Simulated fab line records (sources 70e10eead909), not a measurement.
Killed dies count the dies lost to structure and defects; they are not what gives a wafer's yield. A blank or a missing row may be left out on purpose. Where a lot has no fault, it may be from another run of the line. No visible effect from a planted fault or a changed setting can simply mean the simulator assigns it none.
fab line records    flow nand-harc
[record] lots = 11  wafers = 33  last-day = 24
route steps=1159 shown A_STAIRCASE@613 END@1159
lots that met no fault: taken from a fault-free run of the same line
start-h: the number of hours between the record's first day and the start of the first shown wafer of the lot    wait-h: hours since the lot's step before    " as in the row above    L1.1+2: a row that stands for several wafers    - either no value or no given start    * or withheld: withheld    < > ~ a bound
route shown NAME@n: names a module that has steps shown in the file, with the first one's number in the route    usual: mean and standard deviation over wafers with no fault    same: alike in all rows    chamber/n: place in a boat    sites: per-site readings    _std_site: the standard deviation of these    _edge_site: mean of outer sites minus mean of inner sites    radius-mm: how far each site lies from the wafer's centre    mask NAME#n: copy n    behind: the most recent tool/chamber to have shaped the wafer    hold: reason for holding the lot/hours on hold/outcome of the hold    device: names the non-switching transistor (n, p or np)    end of line: the same wafers' tests at the end of the route    where a step has no rows: the recipe by itself    killed: dies lost to structure and defects at the first sort, not the wafer's yield    map: a wafer's dies, marking killed ones x, the rest . and places with no die _
set.NAME: the setting the step ran with; set.NAME@STEP: the setting that earlier step ran with    model.NAME: the simulator's own value behind a step, which no gauge read
a sample of lots followed through the steps of the route, with each step as a table and each wafer as a row
services: from which hour (start-h, from the record's first day; less than 0 if before it) a tool's chamber was out of use, for how many hours, and why
[[steps]]
[step NHARC_A_STAIRCASE_DESCUM_219]
[recipe] time-s = 3  o2-flow-sccm = 200  ar-flow-sccm = 0  bias-power-w = 0  chemistry = O2
[usual] drypump-motor-current-A = 5.6/0.46  oes-product-au = 1.000/0.011  rf-vpp-V = 57.8/0.96  showerhead-plenum-p-Torr = 1.92/0.093  throttle-valve-pct = 11.311/0.009
lot.wafer  tool         chamber  start-h  wait-h  drypump-motor-current-A  oes-product-au  rf-hours-counter-h  rf-vpp-V  showerhead-plenum-p-Torr  throttle-valve-pct
L584.4     rie-diel-10  3        254.53   -       6.1                      0.987           26                  55.9      1.79                      11.294
L584.1     "            1        "        "       5.1                      0.999           27                  59.3      1.98                      11.313
L584.6     "            3        "        "       6.2                      0.998           -                   56.3      1.79                      11.317
L585.4     rie-diel-11  3        256.79   -       5.5                      1.004           15                  58.7      1.97                      11.329
L585.2     "            0        "        "       6.5                      0.984           23                  59.7      2.07                      11.297
L585.1     "            1        "        "       5.9                      1.012           22                  57.3      1.81                      11.311
L591.3     rie-diel-10  0        280.65   -       5.3                      1.007           37                  58.6      1.92                      11.320
L591.2     "            2        "        "       5.2                      0.997           35                  58.2      1.87                      11.321
L591.5     "            0        "        "       5.3                      1.008           -                   58.8      1.92                      11.316
L590.3     rie-diel-09  2        282.26   -       5.5                      1.019           6                   57.6      1.91                      11.316
L590.1     "            3        "        "       5.7                      1.013           8                   57.1      1.80                      11.310
L590.5     "            2        "        "       5.5                      1.019           -                   58.5      1.91                      11.308
L592.4     rie-diel-11  0        293.92   -       6.5                      0.987           37                  58.4      2.06                      11.317
L592.1     "            2        "        "       5.9                      0.996           29                  58.6      2.07                      11.319
L592.5     "            3        "        "       5.5                      1.005           -                   58.2      1.97                      11.309
L594.4     rie-diel-09  1        294.10   -       4.7                      1.001           10                  57.7      1.99                      11.314
L594.2     "            2        "        "       5.5                      1.011           11                  57.7      1.91                      11.325
L594.6     "            0        "        "       5.4                      1.000           -                   58.4      1.87                      11.321
L593.4     rie-diel-10  3        297.20   -       6.1                      0.999           42                  56.6      1.78                      11.295
L593.2     "            1        "        "       5.1                      1.011           43                  59.4      1.97                      11.314
L593.6     "            0        "        "       5.3                      1.000           -                   58.0      1.92                      11.316
L595.4     rie-diel-09  2        325.76   -       5.5                      1.014           21                  58.2      1.91                      11.307
L595.6     "            2        "        "       5.5                      1.026           -                   58.6      1.91                      11.310
L595.5     "            3        "        "       5.7                      1.007           -                   56.7      1.79                      11.312
L596.4     rie-diel-11  1        328.28   -       5.9                      1.001           47                  56.6      1.81                      11.325
L596.2     "            2        "        "       5.9                      0.983           40                  58.5      2.06                      11.314
L596.6     "            3        "        "       5.5                      1.006           -                   57.2      1.96                      11.317
L600.3     rie-diel-11  2        340.87   -       5.9                      0.971           45                  57.7      2.06                      11.310
L600.4     "            0        "        "       6.5                      0.994           56                  56.2      2.06                      11.309
L600.6     "            2        "        "       5.9                      0.981           -                   57.5      2.06                      11.306
L607.4     rie-diel-11  3        387.98   -       5.5                      1.006           5                   59.1      1.96                      11.322
L607.1     "            0        "        "       6.5                      0.983           5                   57.2      2.05                      11.302
L607.2     "            1        "        "       5.9                      0.998           4                   58.3      1.80                      11.322
[step NHARC_A_STAIRCASE_TRIM_226]
[recipe] time-s = 211.2  o2-flow-sccm = 500  ar-flow-sccm = 0  bias-w = 0  chemistry = O2
[usual] drypump-motor-current-A = 5.6/0.46  oes-product-au = 1.000/0.01  rf-vpp-V = 57.9/0.85  run-length-s = 232.6/0.37  showerhead-plenum-p-Torr = 3.55/0.16  throttle-valve-pct = 17.038/0.0099
lot.wafer  tool         chamber  start-h  wait-h  drypump-motor-current-A  oes-product-au  rf-hours-counter-h  rf-vpp-V  run-length-s  showerhead-plenum-p-Torr  throttle-valve-pct
L584.1     rie-diel-10  0        -        -       5.3                      0.993           27                  58.4      232.5         3.54                      17.051
L584.4     "            2        "        "       5.3                      1.000           26                  57.2      232.3         3.46                      17.060
L584.6     "            0        "        "       5.4                      0.990           -                   57.7      232.4         3.54                      17.038
L585.4     rie-diel-11  1        -        -       6.0                      1.009           23                  57.3      233.6         3.35                      17.035
L585.2     "            2        "        "       5.9                      1.004           18                  60.7      232.0         3.80                      17.035
L585.1     "            3        "        "       5.5                      1.005           16                  56.8      233.2         3.63                      17.030
L591.3     rie-diel-10  1        -        -       5.1                      0.999           38                  58.9      232.4         3.63                      17.040
L591.2     "            0        "        "       5.3                      1.007           37                  57.3      232.3         3.54                      17.030
L591.5     "            2        "        "       5.3                      1.008           -                   58.1      232.3         3.46                      17.019
L590.1     rie-diel-09  3        -        -       5.7                      1.005           8                   58.7      232.6         3.33                      17.038
L590.3     "            0        "        "       5.4                      1.011           8                   55.8      232.8         3.46                      17.032
L590.5     "            0        "        "       5.5                      0.996           -                   58.6      232.7         3.46                      17.036
L592.4     rie-diel-11  3        -        -       5.5                      1.003           30                  57.5      233.3         3.62                      17.032
L592.1     "            2        "        "       5.9                      0.994           29                  57.7      231.9         3.79                      17.041
L592.5     "            0        "        "       6.5                      0.994           -                   57.4      232.5         3.79                      17.040
L594.4     rie-diel-09  0        -        -       5.5                      0.998           13                  57.8      232.6         3.46                      17.033
L594.2     "            1        "        "       4.8                      0.992           12                  57.9      232.6         3.67                      17.054
L594.6     "            1        "        "       4.7                      1.001           -                   59.3      232.6         3.67                      17.049
L593.2     rie-diel-10  3        -        -       6.2                      0.996           42                  57.5      232.2         3.30                      17.049
L593.4     "            1        "        "       5.1                      0.998           44                  59.3      232.6         3.63                      17.036
L593.6     "            3        "        "       6.2                      1.005           -                   59.1      232.3         3.30                      17.032
L595.4     rie-diel-09  1        -        -       4.8                      0.992           21                  58.7      233.0         3.66                      17.047
L595.6     "            2        "        "       5.5                      1.021           -                   57.5      233.0         3.52                      17.026
L595.5     "            3        "        "       5.7                      1.021           -                   58.6      232.6         3.32                      17.042
L596.2     rie-diel-11  3        -        -       5.5                      0.995           42                  58.0      232.7         3.61                      17.040
L596.4     "            1        "        "       5.9                      1.000           47                  58.4      233.0         3.34                      17.034
L596.6     "            3        "        "       5.5                      0.989           -                   58.0      232.9         3.62                      17.037
L600.3     rie-diel-11  1        -        -       5.9                      0.995           52                  56.7      233.1         3.34                      17.052
L600.4     "            2        "        "       5.9                      0.991           46                  58.9      232.1         3.78                      17.015
L600.6     "            3        "        "       5.5                      1.006           -                   58.7      232.7         3.61                      17.031
L607.1     rie-diel-11  3        -        -       5.5                      1.006           6                   57.7      232.7         3.60                      17.043
L607.4     "            0        "        "       6.5                      0.975           6                   59.2      232.8         3.77                      17.055
L607.2     "            1        "        "       5.9                      1.004           5                   56.9      233.4         3.33                      17.045
[step NHARC_A_STAIRCASE_TRIM_231]
[recipe] time-s = 211.2  o2-flow-sccm = 500  ar-flow-sccm = 0  bias-w = 0  chemistry = O2
[usual] drypump-motor-current-A = 5.6/0.47  oes-product-au = 0.999/0.0084  rf-vpp-V = 57.7/0.98  run-length-s = 232.6/0.36  showerhead-plenum-p-Torr = 3.54/0.16  throttle-valve-pct = 17.036/0.009
lot.wafer  tool         chamber  start-h  wait-h  drypump-motor-current-A  oes-product-au  rf-hours-counter-h  rf-vpp-V  run-length-s  showerhead-plenum-p-Torr  throttle-valve-pct
L584.1     rie-diel-10  0        255.92   -       5.4                      1.013           27                  56.9      232.3         3.54                      17.038
L584.4     "            3        "        "       6.2                      0.986           26                  57.6      232.9         3.31                      17.021
L584.6     "            1        "        "       5.1                      0.994           -                   58.1      232.5         3.63                      17.028
L585.2     rie-diel-11  0        258.96   -       6.5                      0.986           24                  59.2      232.7         3.79                      17.027
L585.4     "            1        "        "       5.9                      0.995           24                  58.1      233.0         3.35                      17.039
L585.1     "            2        "        "       5.9                      0.993           18                  58.0      232.5         3.80                      17.041
L591.3     rie-diel-10  2        282.11   -       5.3                      0.994           36                  58.0      232.0         3.46                      17.047
L591.2     "            3        "        "       6.2                      0.992           37                  56.6      232.1         3.30                      17.053
L591.5     "            1        "        "       5.1                      1.009           -                   57.3      232.5         3.63                      17.041
L590.3     rie-diel-10  2        284.11   -       5.2                      1.008           36                  57.7      232.3         3.46                      17.036
L590.1     "            1        "        "       5.1                      1.002           39                  56.2      233.1         3.63                      17.039
L590.5     "            2        "        "       5.3                      0.999           -                   58.0      232.9         3.46                      17.050
L592.4     rie-diel-11  2        295.56   -       6.0                      0.989           30                  59.8      232.1         3.79                      17.043
L592.1     "            3        "        "       5.5                      1.013           30                  58.8      232.7         3.62                      17.047
L592.5     "            1        "        "       5.9                      1.010           -                   56.6      233.3         3.35                      17.037
L594.2     rie-diel-11  3        297.33   -       5.5                      1.005           31                  57.9      232.9         3.62                      17.023
L594.4     "            0        "        "       6.5                      0.997           39                  57.4      232.6         3.79                      17.037
L594.6     "            0        "        "       6.5                      0.994           -                   57.2      232.3         3.79                      17.020
L593.4     rie-diel-10  1        298.60   -       5.1                      1.006           44                  57.7      232.8         3.62                      17.037
L593.2     "            2        "        "       5.3                      0.996           42                  58.2      232.2         3.45                      17.027
L593.6     "            1        "        "       5.1                      1.004           -                   55.8      232.7         3.63                      17.043
L595.4     rie-diel-11  1        327.46   -       5.9                      0.992           46                  58.1      233.0         3.34                      17.034
L595.5     "            2        "        "       5.9                      0.988           -                   58.4      232.2         3.78                      17.043
L595.6     "            3        "        "       5.5                      1.006           -                   58.5      233.1         3.62                      17.042
L596.4     rie-diel-11  2        329.71   -       5.9                      0.973           41                  57.4      232.8         3.78                      17.028
L596.2     "            3        "        "       5.5                      0.996           42                  59.2      232.9         3.61                      17.033
L596.6     "            1        "        "       6.0                      0.986           -                   58.1      233.2         3.34                      17.029
L600.3     rie-diel-10  1        342.46   -       5.1                      1.006           55                  57.8      232.7         3.62                      17.043
L600.4     "            2        "        "       5.3                      1.009           57                  57.9      299.2         3.45                      17.056
L600.6     "            1        "        "       5.1                      0.996           -                   56.7      232.5         3.62                      17.036
L607.1     rie-diel-11  0        389.62   -       6.5                      0.989           6                   59.1      232.3         3.77                      17.032
L607.2     "            1        "        "       6.0                      1.000           5                   56.8      233.0         3.33                      17.016
L607.4     "            2        "        "       5.9                      1.010           5                   58.4      232.6         3.77                      17.039
[step NHARC_A_STAIRCASE_TRIM_235]
[recipe] time-s = 211.2  o2-flow-sccm = 500  ar-flow-sccm = 0  bias-w = 0  chemistry = O2
[usual] drypump-motor-current-A = 5.6/0.48  oes-product-au = 1.000/0.0093  rf-vpp-V = 57.8/0.96  run-length-s = 232.6/0.36  showerhead-plenum-p-Torr = 3.54/0.16  throttle-valve-pct = 17.037/0.0091
lot.wafer  tool         chamber  start-h  wait-h  drypump-motor-current-A  oes-product-au  rf-hours-counter-h  rf-vpp-V  run-length-s  showerhead-plenum-p-Torr  throttle-valve-pct
L584.4     rie-diel-10  2        -        -       5.3                      0.992           26                  56.6      232.1         3.46                      17.034
L584.1     "            3        "        "       6.2                      0.991           27                  55.3      232.6         3.31                      17.023
L584.6     "            0        "        "       5.4                      0.999           -                   57.8      232.9         3.54                      17.046
L585.1     rie-diel-11  1        -        -       5.9                      0.993           24                  58.3      233.4         3.35                      17.009
L585.4     "            2        "        "       5.9                      1.007           18                  58.3      232.4         3.80                      17.030
L585.2     "            3        "        "       5.5                      0.993           17                  58.5      232.6         3.63                      17.037
L591.3     rie-diel-10  1        -        -       5.1                      1.006           38                  56.7      232.5         3.63                      17.018
L591.2     "            2        "        "       5.3                      1.000           36                  56.7      232.9         3.46                      17.053
L591.5     "            2        "        "       5.3                      1.007           -                   55.8      232.6         3.46                      17.009
L590.3     rie-diel-10  0        -        -       5.4                      1.011           38                  56.9      232.4         3.54                      17.035
L590.1     "            1        "        "       5.1                      1.001           39                  58.9      232.7         3.63                      17.032
L590.5     "            1        "        "       5.1                      0.999           -                   57.7      232.8         3.63                      17.045
L592.1     rie-diel-11  2        -        -       5.9                      0.989           30                  59.0      232.2         3.79                      17.033
L592.4     "            3        "        "       5.5                      1.014           31                  58.6      232.6         3.62                      17.044
L592.5     "            0        "        "       6.5                      0.986           -                   58.4      232.5         3.79                      17.027
L594.2     rie-diel-11  3        -        -       5.5                      1.006           31                  57.7      232.7         3.62                      17.037
L594.4     "            0        "        "       6.5                      0.998           39                  59.5      232.3         3.79                      17.041
L594.6     "            0        "        "       6.5                      0.992           -                   59.2      232.5         3.79                      17.035
L593.2     rie-diel-10  3        -        -       6.2                      1.011           43                  57.2      232.4         3.30                      17.040
L593.4     "            2        "        "       5.2                      1.010           42                  57.0      232.2         3.45                      17.048
L593.6     "            0        "        "       5.4                      1.010           -                   57.1      232.8         3.53                      17.042
L595.4     rie-diel-11  0        -        -       6.5                      0.992           51                  58.2      232.4         3.78                      17.025
L595.5     "            3        "        "       5.5                      0.994           -                   57.7      232.6         3.62                      17.039
L595.6     "            0        "        "       6.5                      0.982           -                   59.7      232.5         3.78                      17.045
L596.2     rie-diel-11  1        -        -       5.9                      1.000           48                  57.4      233.3         3.34                      17.039
L596.4     "            2        "        "       5.9                      0.992           41                  58.5      232.3         3.78                      17.060
L596.6     "            0        "        "       6.5                      0.992           -                   58.1      233.0         3.78                      17.041
L600.3     rie-diel-10  2        -        -       5.3                      1.003           57                  57.3      231.9         3.45                      17.039
L600.4     "            3        "        "       6.2                      0.998           59                  57.9      232.3         3.29                      17.053
L600.6     "            2        "        "       5.3                      1.000           -                   57.3      232.1         3.45                      17.037
L607.1     rie-diel-11  1        -        -       5.9                      0.998           5                   57.9      233.0         3.33                      17.025
L607.2     "            3        "        "       5.5                      1.009           6                   58.8      233.2         3.60                      17.045
L607.4     "            0        "        "       6.5                      0.996           6                   58.4      232.5         3.77                      17.034
[step NHARC_END_SORT_01]
[recipe] temp-c = 25
[usual] killed-at-array = 29/11  killed-at-other = 0.7/1.1  killed-at-periphery = 2.9/2.2  killed-dies = 33/11  killed-open = 3.1/1.8  killed-short = 1.9/1.4
[same] gross-dies = 677
lot.wafer  tool       chamber  start-h  wait-h  killed-at-array  killed-at-other  killed-at-periphery  killed-dies  killed-open  killed-short
L600.3     prober-01  0        535.74   3.1     43               1                2                    46           4            0
L600.4     prober-01  0        536.53   3.4     121              0                0                    121          1            1
L600.6     prober-01  0        538.12   4.0     51               0                3                    54           4            2
// killed by level:class
L600.3 A_CHANNEL_HOLE_D1:chamber-film-flake=18 A_SLIT:chamber-film-flake=16 A_CONTACT:chamber-film-flake=4 A_STAIRCASE:chamber-film-flake=2 P_M0:geometric-particle:open=1 A_ONON_D1:geometric-particle:open=1 A_WL_FILL:geometric-particle:open=1 A_CONTACT:geometric-particle:open=1
L600.4 A_STAIRCASE:area-trim=75 A_CHANNEL_HOLE_D1:chamber-film-flake=17 A_SLIT:chamber-film-flake=16 A_STAIRCASE:chamber-film-flake=5 A_CONTACT:chamber-film-flake=4 A_ZERO_WELL:chamber-film-flake=2 A_ONON_D1:geometric-particle:short=1 A_CONTACT:geometric-particle:open=1
L600.6 A_SLIT:chamber-film-flake=18 A_CHANNEL_HOLE_D1:chamber-film-flake=18 A_STAIRCASE:chamber-film-flake=5 A_ZERO_WELL:chamber-film-flake=3 A_CONTACT:geometric-particle:open=2 A_CONTACT:chamber-film-flake=2 P_GATE:geometric-particle:open=1 P_M0:geometric-particle:short=1
[[services]]
tool         chamber  start-h  hours  kind
rie-diel-11  0        248.03   -      clean
rie-diel-11  1        248.03   -      clean
rie-diel-11  2        248.03   -      clean
rie-diel-11  3        248.03   -      clean
rie-diel-09  -        254.16   9.0    pm
rie-diel-10  2        262.69   2.8    repair
rie-diel-11  0        272.64   -      clean
rie-diel-11  1        272.64   -      clean
rie-diel-11  2        272.64   -      clean
rie-diel-11  3        272.64   -      clean
rie-diel-11  0        297.21   -      clean
rie-diel-11  1        297.21   -      clean
rie-diel-11  2        297.21   -      clean
rie-diel-11  3        297.21   -      clean
rie-diel-11  1        303.45   4.2    repair
rie-diel-10  1        321.61   9.0    repair
rie-diel-11  0        321.81   -      clean
rie-diel-11  1        321.81   -      clean
rie-diel-11  2        321.81   -      clean
rie-diel-11  3        321.81   -      clean
rie-diel-10  2        332.57   1.5    repair
rie-diel-10  -        353.52   9.0    pm
rie-diel-09  3        361.78   33.2   repair
rie-diel-11  -        366.57   9.0    pm
[[key]]
[first-sign] step = NHARC_A_STAIRCASE_TRIM_231  reading = run-length-s  direction = up  sigmas = 99+  usual = *  struck = *
[effect] step = NHARC_END_SORT_01  reading = killed-at-array  direction = up  sigmas = 8.2  usual = 29  struck = 121
[more-kills-born-at] NHARC_A_STAIRCASE_TRIM_231@rie-diel-10 = 75
met-at NHARC_A_STAIRCASE_TRIM_231
struck-lots L600
struck-wafers L600.4
tester-left-out L600
not-acting-at NHARC_A_STAIRCASE_DESCUM_219,NHARC_A_STAIRCASE_TRIM_226,NHARC_A_STAIRCASE_TRIM_235
onset-between 298.60 342.46
[fault] kind = process-parameter-drift  tool = rie-diel-10  chamber = 2  onset-h = 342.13  steps = NHARC_A_STAIRCASE_TRIM_231  channel = time-s  offset = *  shape = step  end-h = 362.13  acts-in = *  stated = *
// tester-left-out: of these lots the tester's yield and bins aren't shown, on N5 and GAA mostly nor the transistor test; their killed dies are dies lost to structure and defects alone, not to doping, threshold or leakage, so they don't give the yield
